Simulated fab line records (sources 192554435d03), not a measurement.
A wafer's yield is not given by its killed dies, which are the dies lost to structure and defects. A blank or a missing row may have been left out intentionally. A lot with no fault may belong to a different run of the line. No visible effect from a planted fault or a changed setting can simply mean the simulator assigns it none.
fab line records	flow n5_finfet
record: lots: 7	wafers: 21
route steps=1938 shown BEOL_M8@1377 BEOL_M10@1475 BEOL_M11@1539 BEOL_M12@1636 BEOL_M13@1694
start_h: hours from the record's opening day to when the first of the lot's shown wafers began	wait_h: hours elapsed since this lot's preceding step	" the same as in the row above	L1.1+2: one row covering several wafers at once	- no value, or no start was given	* or withheld: withheld	< > ~ a bound
route shown NAME@n: a module of which the file shows steps, and the number in the route of the first	usual: mean and standard deviation over wafers with no fault	same: alike in all rows	chamber/n: place in a boat	sites: per-site readings	_std_site: how widely they spread, as a standard deviation	_edge_site: the outer-site mean with the inner-site mean subtracted	radius_mm: how far each site lies from the wafer's centre	mask NAME#n: copy n	behind: the most recent tool/chamber to have shaped the wafer	hold: reason for holding the lot/hours on hold/outcome of the hold	device: whichever transistor did not switch (one of n, p or np)	end of line: tests of these same wafers at the route's end	a step given without rows: its recipe and nothing more	killed: dies that structure and defects cost at the first sort, which is not the same as the wafer's yield	map: a wafer's dies, marking killed ones x, the rest . and places with no die _
set.NAME: setting as actually run; set.NAME@STEP: the setting as run at that earlier step	model.NAME: the simulator's own value behind a step, which no gauge read
one table per step and one row per wafer, for lots whose settings were changed on purpose
== steps ==
step: N5_BEOL_M8_TRENCH_ETCH_37
recipe: chemistry: C4F6/O2	target_depth_a: 934.78	target: SiCOH_lowk	time_s: 31.2	ion_energy_ev: 250	pressure_mtorr: 30	source_w: 345	bias_w: 185	Ar_flow_sccm: 300	C4F6_flow_sccm: 10	O2_flow_sccm: 10
lot.wafer	tool	chamber	start_h	wait_h	set.time_s
L074.2+5	rie_diel-04	3,0	-	-	25.71
L074.3	"	1	"	"	31.2
L086.3+6	rie_diel-04	0,3	-	-	31.2
L086.5	"	0	"	"	34.3
L081.1+2+4	rie_diel-03	2,1,0	-	-	31.2
L090.2+3+6	rie_diel-03	0,3,3	-	-	31.2
L089.3+4+6	rie_diel-01	3,0,3	-	-	31.2
L087.3	rie_diel-03	3	-	-	35.73
L087.4+5	"	3,0	"	"	31.2
L093.3+4+6	rie_diel-03	0,2,0	-	-	31.2
step: N5_BEOL_M8_ETCH_41
recipe: chemistry: CH3F/O2	target: SiCN	target_depth_a: 319	taper_deg: 2	time_s: 57.8	ion_energy_ev: 120	mask_material: TiN	pressure_mtorr: 30	source_w: 395	bias_w: 75	Ar_flow_sccm: 150	CH3F_flow_sccm: 30	O2_flow_sccm: 20
step: N5_BEOL_M8_STRIP_80
recipe: chemistry: N2/H2	time_s: 10	power_w: 450	temp_c: 40	pressure_mtorr: 20	rf_frequency_hz: 6e+07	bias_power_w: 7	n2_flow_sccm: 200	h2_flow_sccm: 200
step: N5_BEOL_M8_ECD_50
recipe: material: Cu	target_thk_a: 3000
step: N5_BEOL_M8_ANNEAL_51
recipe: temp_c: 225	time_s: 90	ambient: N2
step: N5_BEOL_M8_CMP_52
recipe: stop_on: SiCOH_lowk	t_overpolish_s: 6.9	down_force_psi: 1	platen_rpm: 50	clearing_platen_down_force_psi: 1.5	clearing_platen_rpm: 50	post_cmp_clean: cu_alkaline	target_thk_nm: 80	clearing_platen_pad_velocity_m_s: 0.99484	pad_velocity_m_s: 0.99484
lot.wafer	tool	chamber	start_h	wait_h	set.time_s@BEOL_M8_TRENCH_ETCH_37	model.Cu_of_BEOL_M8_ECD_50.thk_nm
L074.3	cmp-01	3	281.23	0.2	31.2	79.4
L074.2	"	0	"	"	25.71	62
L074.5	"	2	"	"	25.71	63
L086.3	cmp-01	0	340.88	0.3	31.2	83
L086.6	"	1	"	"	31.2	77
L086.5	"	2	"	"	34.3	90
L081.2	cmp-04	0	358.55	0.2	31.2	77.8
L081.1	"	1	"	"	31.2	75.8
L081.4	"	3	"	"	31.2	81.2
L090.2	cmp-01	1	383.07	0.3	31.2	83
L090.3	"	2	"	"	31.2	72.8
L090.6	"	3	"	"	31.2	76.4
L089.4	cmp-04	0	394.21	0.1	31.2	79.6
L089.3	"	3	"	"	31.2	79.8
L089.6	"	0	"	"	31.2	80.6
L087.4	cmp-02	0	397.69	0.2	31.2	77
L087.3	"	1	"	"	35.73	90.4
L087.5	"	2	"	"	31.2	82.8
L093.3	cmp-01	1	428.81	0.2	31.2	82.4
L093.4	"	2	"	"	31.2	80
L093.6	"	0	"	"	31.2	84.2
step: N5_BEOL_M10_COAT_59
recipe: resist: SOC	temp_c: 250	time_s: 60	spin_rpm: 1500	resist_thk_nm: 100
lot.wafer	tool	chamber	start_h	wait_h	set.spin_rpm	model.SOC_of_BEOL_M10_COAT_59.thk_nm
L074.2	litho_track-04	0	293.38	0.1	1500	100.4
L074.3+5	"	0	"	"	1500	100.2
L086.3	litho_track-04	0	365.58	0.1	1500	100.2
L086.5+6	"	0	"	"	1500	100
L081.1+2+4	litho_track-03	0	377.26	0.1	1500	100
L090.2+6	litho_track-04	0	392.65	0.1	1500	100
L090.3	"	0	"	"	1428	102.4
L089.3	litho_track-05	0	404.33	0.1	1500	100
L089.4	"	0	"	"	1500	100.2
L089.6	"	0	"	"	1593	96.8
L087.3+5	litho_track-04	0	406.63	0.1	1500	100.2
L087.4	"	0	"	"	1500	99.8
L093.3+4+6	litho_track-05	0	439.99	0.1	1500	100.2
step: N5_BEOL_M10_EXPOSE_08
recipe: mask_id: M10	na: 1.35	source_shape: dipole	sigma_inner: 0.411	sigma_outer: 0.611	polarization: te	dose_mj: 53.75
lot.wafer	tool	chamber	start_h	wait_h	mask	set.dose_mj
L074.2+3+5	arfi_scanner-01	0	293.63	-	M10#0	53.75
L086.3+5+6	arfi_scanner-01	0	365.83	-	M10#0	53.75
L081.1+2+4	arfi_scanner-01	0	377.38	-	M10#0	53.75
L090.2	arfi_scanner-02	0	392.77	-	M10#0	55.32
L090.3+6	"	0	"	"	M10#0	53.75
L089.3	arfi_scanner-01	0	404.59	-	M10#0	55.35
L089.4+6	"	0	"	"	M10#0	53.75
L087.3+5	arfi_scanner-03	0	406.76	-	M10#0	53.75
L087.4	"	0	"	"	M10#0	51.8
L093.3+4	arfi_scanner-02	0	440.24	-	M10#0	53.75
L093.6	"	0	"	"	M10#0	51.78
step: N5_BEOL_M10_PEB_09
recipe: peb_temp_c: withheld	peb_time_s: 60	resist: CAR-ArF
step: N5_BEOL_M10_DEVELOP_10
recipe: develop_time_s: 30	developer: TMAH	resist: CAR-ArF	rinse_liquid: diw	dry: air_spin	dev_temp_c: 23
step: N5_BEOL_M10_DESCUM_16
recipe: chemistry: O2	time_s: 7.9	source_power_w: 50	bias_power_w: 20	pressure_mtorr: 20	rf_frequency_hz: 2.712e+07	temp_c: 40	resist: CAR-ArF	o2_flow_sccm: 225
step: N5_BEOL_M10_ETCH_61
recipe: chemistry: CF4	target: SiARC	target_depth_a: 390	mask_material: CAR-ArF	time_s: 65	ion_energy_ev: 80	pressure_mtorr: 40	source_w: 545	bias_w: 36	Ar_flow_sccm: 100	cf4_flow_sccm: 100	ends: cleared
step: N5_BEOL_M10_ETCH_62
recipe: chemistry: N2/H2	target: SOC	target_depth_a: 1100	overetch_a: 220	mask_material: SiARC	temp_c: 40	time_s: 165	ion_energy_ev: 200	pressure_mtorr: 30	source_w: 840	bias_w: 150	n2_flow_sccm: 200	h2_flow_sccm: 200
lot.wafer	tool	chamber	start_h	wait_h	set.spin_rpm@BEOL_M10_COAT_59	model.etch.depth_nm
L074.2+5	rie_diel-04	3,1	293.92	0.0	1500	100.3
L074.3	"	1	"	"	1500	100.1
L086.3	rie_diel-01	3	366.12	0.0	1500	100.3
L086.5	"	0	"	"	1500	99.99
L086.6	"	1	"	"	1500	99.91
L081.1	rie_diel-04	1	377.68	0.0	1500	99.97
L081.2	"	0	"	"	1500	99.92
L081.4	"	2	"	"	1500	99.95
L090.2	rie_diel-01	2	393.28	0.0	1500	100.1
L090.3	"	0	"	"	1428	102.5
L090.6	"	0	"	"	1500	100
L089.3	rie_diel-03	1	404.87	0.0	1500	100
L089.4	"	3	"	"	1500	100.1
L089.6	"	0	"	"	1593	96.86
L087.3	rie_diel-04	0	407.38	0.0	1500	100.3
L087.4	"	2	"	"	1500	99.86
L087.5	"	1	"	"	1500	100.1
L093.3	rie_diel-03	3	440.63	0.0	1500	100.2
L093.4+6	"	1,3	"	"	1500	100.1
step: N5_BEOL_M10_STRIP_68
recipe: chemistry: N2/H2	temp_c: 40	n2_flow_sccm: 200	h2_flow_sccm: 200	rf_frequency_hz: 6e+07
step: N5_BEOL_M10_STRIP_67
recipe: chemistry: CF4	resist: SiARC	power_w: 300	bias_power_w: 75	pressure_mtorr: 50	cf4_flow_sccm: 150	rf_frequency_hz: 6e+07
step: N5_BEOL_M10_HM_OPEN_17
recipe: chemistry: Cl2/BCl3	target_depth_a: 200	overetch_a: 60	target: TiN	mask_material: SOC	ion_energy_ev: 150	pressure_mtorr: 10	icp_w: 1000	bias_w: 126	Cl2_flow_sccm: 53.25	bcl3_flow_sccm: 21.75	Ar_flow_sccm: 25
lot.wafer	tool	chamber	start_h	wait_h	set.spin_rpm@BEOL_M10_COAT_59	model.SOC_of_BEOL_M10_COAT_59.thk_nm
L074.2+5	rie_metal-03	1	294.11	0.0	1500	92.4
L074.3	"	1	"	"	1500	92.2
L086.3	rie_metal-01	1	366.33	0.1	1500	92.4
L086.5	"	0	"	"	1500	92.2
L086.6	"	1	"	"	1500	92
L081.1+2+4	rie_metal-01	1,0,1	377.86	0.0	1500	92
L090.2	rie_metal-03	1	393.47	0.0	1500	92.2
L090.3	"	1	"	"	1428	94.6
L090.6	"	0	"	"	1500	91.8
L089.3	rie_metal-02	0	405.09	0.1	1500	91.8
L089.4	"	1	"	"	1500	92.6
L089.6	"	0	"	"	1593	88.6
L087.3	rie_metal-01	0	407.60	0.1	1500	92.4
L087.4	"	1	"	"	1500	92
L087.5	"	0	"	"	1500	92.2
L093.3	rie_metal-03	0	440.85	0.1	1500	91.6
L093.4+6	"	1,0	"	"	1500	91.8
step: N5_BEOL_M11_PECVD_70
recipe: material: SiO2	target_thk_a: 200	temp_c: 400	precursor: TEOS/O2	pressure_torr: 5.5	rf_w: 450	teos_flow_sccm: 53.8	gas: O2	flow_sccm: 3000	time_s: 22.7
lot.wafer	tool	chamber	start_h	wait_h	set.temp_c	model.SiO2_of_BEOL_M11_PECVD_70.thk_nm
L074.2	pecvd-03	1	300.95	0.0	400	20.2
L074.3	"	2	"	"	400	19.8
L074.5	"	0	"	"	411.5	18.8
L086.3	pecvd-01	2	379.30	0.0	400	19.4
L086.5	"	1	"	"	400	19.8
L086.6	"	0	"	"	400	20.2
L081.1	pecvd-02	0	384.65	0.0	400	19.8
L081.2	"	2	"	"	400	19.4
L081.4	"	0	"	"	400	20.6
L090.2	pecvd-03	0	398.60	0.0	400	20
L090.3+6	"	1,2	"	"	382.9	22.6
L089.3+4	pecvd-01	0,1	411.52	0.0	400	20.2
L089.6	"	0	"	"	413.1	18.8
L087.3+4	pecvd-02	1,2	415.86	0.0	400	19.8
L087.5	"	0	"	"	400	20.2
L093.3	pecvd-01	2	446.82	0.0	400	19.4
L093.4+6	"	0,2	"	"	387.2	21.8
step: N5_BEOL_M11_COAT_63
recipe: resist: SOC	temp_c: 250	time_s: 60	spin_rpm: 1500	resist_thk_nm: 100
lot.wafer	tool	chamber	start_h	wait_h	set.spin_rpm	model.SOC_of_BEOL_M11_COAT_63.thk_nm
L074.2	litho_track-01	0	304.79	0.4	1500	99.8
L074.3+5	"	0	"	"	1500	100
L086.3	litho_track-02	0	383.23	0.9	1543	98.6
L086.5	"	0	"	"	1543	98.8
L086.6	"	0	"	"	1500	100
L081.1	litho_track-03	0	387.52	1.1	1500	99.8
L081.2	"	0	"	"	1500	100.2
L081.4	"	0	"	"	1500	100
L090.2+3	litho_track-02	0	402.53	1.2	1500	100
L090.6	"	0	"	"	1589	97.2
L089.3	litho_track-01	0	413.23	0.5	1500	99.6
L089.4	"	0	"	"	1436	101.6
L089.6	"	0	"	"	1500	99.8
L087.3	litho_track-02	0	422.44	2.8	1500	100.2
L087.4	"	0	"	"	1404	103.6
L087.5	"	0	"	"	1404	103.8
L093.3+4+6	litho_track-02	0	450.04	0.4	1500	100
step: N5_BEOL_M11_COAT_22
recipe: resist: CAR-ArF	spin_rpm: 1500	resist_thk_nm: 90
lot.wafer	tool	chamber	start_h	wait_h	set.spin_rpm	model.CAR-ArF_of_BEOL_M11_COAT_22.thk_nm
L074.2	litho_track-01	0	-	-	1606	87.2
L074.3	"	0	"	"	1500	90
L074.5	"	0	"	"	1500	90.2
L086.3	litho_track-02	0	-	-	1641	86.8
L086.5	"	0	"	"	1500	90.6
L086.6	"	0	"	"	1500	90.8
L081.1+2	litho_track-03	0	-	-	1500	89.4
L081.4	"	0	"	"	1500	89.8
L090.2	litho_track-02	0	-	-	1500	90.6
L090.3	"	0	"	"	1409	93.6
L090.6	"	0	"	"	1500	90.4
L089.3	litho_track-01	0	-	-	1500	89.4
L089.4	"	0	"	"	1612	86.4
L089.6	"	0	"	"	1500	89.6
L087.3	litho_track-02	0	-	-	1613	86.8
L087.4	"	0	"	"	1613	87
L087.5	"	0	"	"	1500	90.2
L093.3	litho_track-02	0	-	-	1500	90
L093.4+6	"	0	"	"	1500	90.2
step: N5_BEOL_M11_EBR_24
recipe: solvent: PGMEA	ebr_width_mm: 1.5
step: N5_BEOL_M11_SOFTBAKE_23
recipe: temp_c: 110	time_s: 60	resist: CAR-ArF
step: N5_BEOL_M11_DESCUM_33
recipe: chemistry: O2	time_s: 7.9	source_power_w: 50	bias_power_w: 20	pressure_mtorr: 20	rf_frequency_hz: 2.712e+07	temp_c: 40	resist: CAR-ArF	o2_flow_sccm: 225
lot.wafer	tool	chamber	start_h	wait_h	set.spin_rpm@BEOL_M11_COAT_22	model.CAR-ArF_of_BEOL_M11_COAT_22.thk_nm
L074.2	rie_diel-05	3	305.39	0.1	1606	80.6
L074.3	"	1	"	"	1500	83.4
L074.5	"	1	"	"	1500	83.6
L086.3	rie_diel-05	0	383.56	0.0	1641	80.2
L086.5	"	2	"	"	1500	84
L086.6	"	0	"	"	1500	84.2
L081.1+2	rie_diel-02	1,2	388.50	0.6	1500	83
L081.4	"	0	"	"	1500	83.2
L090.2	rie_diel-05	3	402.87	0.0	1500	84
L090.3	"	2	"	"	1409	87
L090.6	"	1	"	"	1500	83.8
L089.3	rie_diel-02	2	413.99	0.3	1500	83
L089.4	"	0	"	"	1612	79.8
L089.6	"	3	"	"	1500	83.2
L087.3	rie_diel-05	3	422.95	0.0	1613	80.2
L087.4	"	1	"	"	1613	80.4
L087.5	"	3	"	"	1500	83.6
L093.3	rie_diel-05	3	451.25	0.8	1500	83.4
L093.4+6	"	2,3	"	"	1500	83.6
step: N5_BEOL_M11_ETCH_65
recipe: chemistry: CF4	target: SiARC	target_depth_a: 390	mask_material: CAR-ArF	time_s: 65	ion_energy_ev: 80	pressure_mtorr: 40	source_w: 545	bias_w: 36	Ar_flow_sccm: 100	cf4_flow_sccm: 100	ends: cleared
step: N5_BEOL_M11_ETCH_66
recipe: chemistry: N2/H2	target: SOC	target_depth_a: 1200	overetch_a: 240	mask_material: SiARC	temp_c: 40	time_s: 180	ion_energy_ev: 200	pressure_mtorr: 30	source_w: 840	bias_w: 150	n2_flow_sccm: 200	h2_flow_sccm: 200
lot.wafer	tool	chamber	start_h	wait_h	set.spin_rpm@BEOL_M11_COAT_63	model.etch.depth_nm
L074.2	rie_diel-05	3	305.47	0.0	1500	99.87
L074.3	"	1	"	"	1500	100.1
L074.5	"	1	"	"	1500	99.91
L086.3	rie_diel-05	0	383.65	0.0	1543	98.51
L086.5	"	2	"	"	1543	98.72
L086.6	"	0	"	"	1500	100.1
L081.1	rie_diel-02	1	388.59	0.0	1500	99.72
L081.2+4	"	2,0	"	"	1500	100.1
L090.2	rie_diel-05	3	402.95	0.0	1500	100
L090.3	"	2	"	"	1500	99.97
L090.6	"	1	"	"	1589	97.21
L089.3	rie_diel-02	2	414.07	0.0	1500	99.67
L089.4	"	0	"	"	1436	101.6
L089.6	"	3	"	"	1500	99.81
L087.3	rie_diel-05	3	423.04	0.0	1500	100.2
L087.4	"	1	"	"	1404	103.5
L087.5	"	3	"	"	1404	103.9
L093.3	rie_diel-05	3	451.33	0.0	1500	100
L093.4	"	2	"	"	1500	99.94
L093.6	"	3	"	"	1500	100.1
step: N5_BEOL_M11_STRIP_69
recipe: chemistry: N2/H2	temp_c: 40	n2_flow_sccm: 200	h2_flow_sccm: 200	rf_frequency_hz: 6e+07
step: N5_BEOL_M11_VIA_ETCH_34
recipe: chemistry: C4F6/O2	target: SiCOH_lowk	target_depth_a: 1845	mask_material: SOC	taper_deg: 4	time_s: 69.2	ion_energy_ev: 250	pressure_mtorr: 30	source_w: 345	bias_w: 185	Ar_flow_sccm: 300	C4F6_flow_sccm: 10	O2_flow_sccm: 10
lot.wafer	tool	chamber	start_h	wait_h	set.spin_rpm@BEOL_M11_COAT_63	model.SOC_of_BEOL_M11_COAT_63.thk_nm
L074.2	rie_diel-05	3	305.59	0.0	1500	92
L074.3	"	1	"	"	1500	92.6
L074.5	"	1	"	"	1500	92.4
L086.3+5	rie_diel-05	0,2	383.77	0.0	1543	90.6
L086.6	"	0	"	"	1500	92.2
L081.1	rie_diel-02	1	388.71	0.0	1500	91.8
L081.2+4	"	2,0	"	"	1500	92
L090.2	rie_diel-05	3	403.08	0.0	1500	92.2
L090.3	"	2	"	"	1500	92
L090.6	"	1	"	"	1589	89.4
L089.3	rie_diel-02	2	414.19	0.0	1500	91.6
L089.4	"	0	"	"	1436	93.4
L089.6	"	3	"	"	1500	91.8
L087.3	rie_diel-05	3	423.16	0.0	1500	92.4
L087.4	"	1	"	"	1404	95.6
L087.5	"	3	"	"	1404	96
L093.3+6	rie_diel-05	3	451.46	0.0	1500	92.2
L093.4	"	2	"	"	1500	91.8
step: N5_BEOL_M11_STRIP_73
recipe: chemistry: C4F6/O2	resist: SiARC	rf_frequency_hz: 6e+07
step: N5_BEOL_M11_STRIP_36
recipe: chemistry: N2/H2	power_w: 450	temp_c: 40	pressure_mtorr: 20	rf_frequency_hz: 6e+07	overash_fraction: 0.3	bias_power_w: 7	h2_frac: 0.5	n2_flow_sccm: 200	h2_flow_sccm: 200
step: N5_BEOL_M11_ECD_50
recipe: material: Cu	target_thk_a: 3180
step: N5_BEOL_M11_ANNEAL_51
recipe: temp_c: 225	time_s: 90	ambient: N2
step: N5_BEOL_M11_CMP_52
recipe: stop_on: SiCOH_lowk	t_overpolish_s: 7	down_force_psi: 1	platen_rpm: 50	clearing_platen_down_force_psi: 1.5	clearing_platen_rpm: 50	post_cmp_clean: cu_alkaline	target_thk_nm: 140	clearing_platen_pad_velocity_m_s: 0.99484	pad_velocity_m_s: 0.99484
usual: barrier_field_endpoint_s: 29.1/0.75
lot.wafer	tool	chamber	start_h	wait_h	set.temp_c@BEOL_M11_PECVD_70	barrier_field_endpoint_s
L074.3	cmp-03	2	309.04	0.5	400	28.3
L074.2	"	1	"	"	400	28.8
L074.5	"	3	"	"	411.5	27.2
L086.3	cmp-01	0	386.21	0.2	400	29.9
L086.5	"	3	"	"	400	29.3
L086.6	"	0	"	"	400	30.1
L081.2	cmp-03	2	391.39	0.3	400	27.9
L081.1	"	3	"	"	400	29.3
L081.4	"	1	"	"	400	30.1
L090.3	cmp-03	2	406.03	0.2	382.9	31.6
L090.2	"	0	"	"	400	28.9
L090.6	"	2	"	"	382.9	32.4
L089.4	cmp-03	3	419.06	0.2	400	28.7
L089.3	"	0	"	"	400	29.0
L089.6	"	1	"	"	413.1	26.9
L087.3	cmp-02	2	425.56	0.2	400	28.7
L087.4	"	1	"	"	400	29.5
L087.5	"	3	"	"	400	28.2
L093.4	cmp-01	2	454.15	0.1	387.2	30.7
L093.3	"	3	"	"	400	28.7
L093.6	"	3	"	"	387.2	31.6
step: N5_BEOL_M12_ETCH_67
recipe: chemistry: CF4	target: SiARC	target_depth_a: 1430	time_s: 238.3	ion_energy_ev: 80	pressure_mtorr: 40	source_w: 545	bias_w: 36	Ar_flow_sccm: 100	cf4_flow_sccm: 100	ends: cleared
usual: rf_vpp_V: 183.7/1.2
lot.wafer	tool	chamber	start_h	wait_h	set.source_w	rf_vpp_V
L074.2	rie_diel-03	3	311.13	0.0	483	191.0
L074.3	"	1	"	"	483	190.9
L074.5	"	2	"	"	545	186.3
L086.3	rie_diel-04	0	388.24	0.0	545	183.0
L086.5	"	1	"	"	478	192.5
L086.6	"	0	"	"	545	183.1
L081.1	rie_diel-03	3	393.69	0.0	545	183.6
L081.2	"	1	"	"	545	184.5
L081.4	"	0	"	"	545	183.5
L090.2	rie_diel-01	1	408.09	0.0	545	184.7
L090.3	"	0	"	"	545	182.7
L090.6	"	0	"	"	476.8	192.7
L089.3	rie_diel-04	0	421.06	0.0	545	183.7
L089.4	"	0	"	"	497	189.4
L089.6	"	2	"	"	497	190.5
L087.3	rie_diel-03	3	427.93	0.0	545	182.5
L087.4	"	0	"	"	545	183.5
L087.5	"	2	"	"	545	184.3
L093.3	rie_diel-03	2	456.15	0.0	545	184.8
L093.4	"	3	"	"	545	182.0
L093.6	"	1	"	"	545	182.3
step: N5_BEOL_M12_SPUTTER_43
recipe: material: TaN	target_thk_a: 150	temp_c: 50	bias_v: 168.6	power_w: 15000	chamber_pressure_pa: 0.12	time_s: 24.19
lot.wafer	tool	chamber	start_h	wait_h	set.time_s	model.TaN_of_BEOL_M12_SPUTTER_43.thk_nm
L074.2+3+5	pvd_sputter-03	-	313.80	0.0	26.93	16.8
L086.3	pvd_sputter-01	-	389.76	0.0	20.99	12.8
L086.5	"	-	"	"	24.19	14.6
L086.6	"	-	"	"	24.19	14.8
L081.1	pvd_sputter-02	-	396.18	0.0	24.19	14.6
L081.2+4	"	-	"	"	24.19	14.8
L090.2	pvd_sputter-03	-	410.76	0.0	26.2	16.4
L090.3+6	"	-	"	"	24.19	15.2
L089.3	pvd_sputter-01	-	426.03	0.0	24.19	14.8
L089.4+6	"	-	"	"	25.13	15.6
L087.3+5	pvd_sputter-02	-	429.01	0.0	26.85	16.6
L087.4	"	-	"	"	24.19	14.8
L093.3	pvd_sputter-01	-	458.50	0.0	24.19	15
L093.4	"	-	"	"	24.19	15.2
L093.6	"	-	"	"	24.19	14.8
step: N5_BEOL_M13_ETCH_68
recipe: chemistry: N2/H2	target: SOC	mask_material: SiARC	source_w: 3000	bias_w: 350	temp_c: 40	time_s: 355	ion_energy_ev: 200	pressure_mtorr: 30	n2_flow_sccm: 200	h2_flow_sccm: 200
lot.wafer	tool	chamber	start_h	wait_h	set.time_s	model.SiARC_of_BEOL_M13_COAT_66.thk_nm
L074.2	rie_diel-05	2	317.05	0.1	355	77
L074.3	"	3	"	"	355	78.4
L074.5	"	2	"	"	380.7	74.8
L086.3+6	rie_diel-05	3	392.89	0.1	355	78.2
L086.5	"	0	"	"	355	77
L081.1	rie_diel-05	3	399.31	0.1	355	78.4
L081.2	"	0	"	"	355	76.6
L081.4	"	2	"	"	355	77
L090.2	rie_diel-05	0	414.09	0.1	355	76.8
L090.3+6	"	3	"	"	355	78.8
L089.3	rie_diel-06	3	429.74	0.1	286.7	82.4
L089.4	"	1	"	"	286.7	84
L089.6	"	2	"	"	355	75.8
L087.3	rie_diel-02	3	432.81	0.1	355	78
L087.4	"	1	"	"	355	77.4
L087.5	"	3	"	"	355	77.2
L093.3	rie_diel-06	0	461.59	0.1	418.4	72.2
L093.4	"	2	"	"	355	76.2
L093.6	"	2	"	"	355	76.4
== key ==
split: step: N5_BEOL_M8_TRENCH_ETCH_37	setting: time_s	stated: 31.2	by: wafer
response: step: N5_BEOL_M8_CMP_52	reading: model.Cu_of_BEOL_M8_ECD_50.thk_nm	change: +0.887	per: 1%	r: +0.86
split: step: N5_BEOL_M10_COAT_59	setting: spin_rpm	stated: 1500	by: wafer
response: step: N5_BEOL_M10_COAT_59	reading: model.SOC_of_BEOL_M10_COAT_59.thk_nm	change: -0.52	per: 1%	r: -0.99
response: step: N5_BEOL_M10_ETCH_62	reading: model.etch.depth_nm	change: -0.513	per: 1%	r: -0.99
response: step: N5_BEOL_M10_HM_OPEN_17	reading: model.SOC_of_BEOL_M10_COAT_59.thk_nm	change: -0.566	per: 1%	r: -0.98
split: step: N5_BEOL_M10_EXPOSE_08	setting: dose_mj	stated: 53.75	by: wafer
response none clear
split: step: N5_BEOL_M11_PECVD_70	setting: temp_c	stated: 400	by: wafer
response: step: N5_BEOL_M11_PECVD_70	reading: model.SiO2_of_BEOL_M11_PECVD_70.thk_nm	change: -0.565	per: 1%	r: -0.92
response: step: N5_BEOL_M11_CMP_52	reading: barrier_field_endpoint_s	change: -0.666	per: 1%	r: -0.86
split: step: N5_BEOL_M11_COAT_63	setting: spin_rpm	stated: 1500	by: wafer
response: step: N5_BEOL_M11_COAT_63	reading: model.SOC_of_BEOL_M11_COAT_63.thk_nm	change: -0.496	per: 1%	r: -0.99
response: step: N5_BEOL_M11_ETCH_66	reading: model.etch.depth_nm	change: -0.498	per: 1%	r: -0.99
response: step: N5_BEOL_M11_VIA_ETCH_34	reading: model.SOC_of_BEOL_M11_COAT_63.thk_nm	change: -0.484	per: 1%	r: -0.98
split: step: N5_BEOL_M11_COAT_22	setting: spin_rpm	stated: 1500	by: wafer
response: step: N5_BEOL_M11_COAT_22	reading: model.CAR-ArF_of_BEOL_M11_COAT_22.thk_nm	change: -0.431	per: 1%	r: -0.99
response: step: N5_BEOL_M11_DESCUM_33	reading: model.CAR-ArF_of_BEOL_M11_COAT_22.thk_nm	change: -0.436	per: 1%	r: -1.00
split: step: N5_BEOL_M12_ETCH_67	setting: source_w	stated: 545	by: wafer
response: step: N5_BEOL_M12_ETCH_67	reading: rf_vpp_V	change: -0.654	per: 1%	r: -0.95
split: step: N5_BEOL_M12_SPUTTER_43	setting: time_s	stated: 24.19	by: wafer
response: step: N5_BEOL_M12_SPUTTER_43	reading: model.TaN_of_BEOL_M12_SPUTTER_43.thk_nm	change: +0.153	per: 1%	r: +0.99
split: step: N5_BEOL_M13_ETCH_68	setting: time_s	stated: 355	by: wafer
response: step: N5_BEOL_M13_ETCH_68	reading: model.SiARC_of_BEOL_M13_COAT_66.thk_nm	change: -0.319	per: 1%	r: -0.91
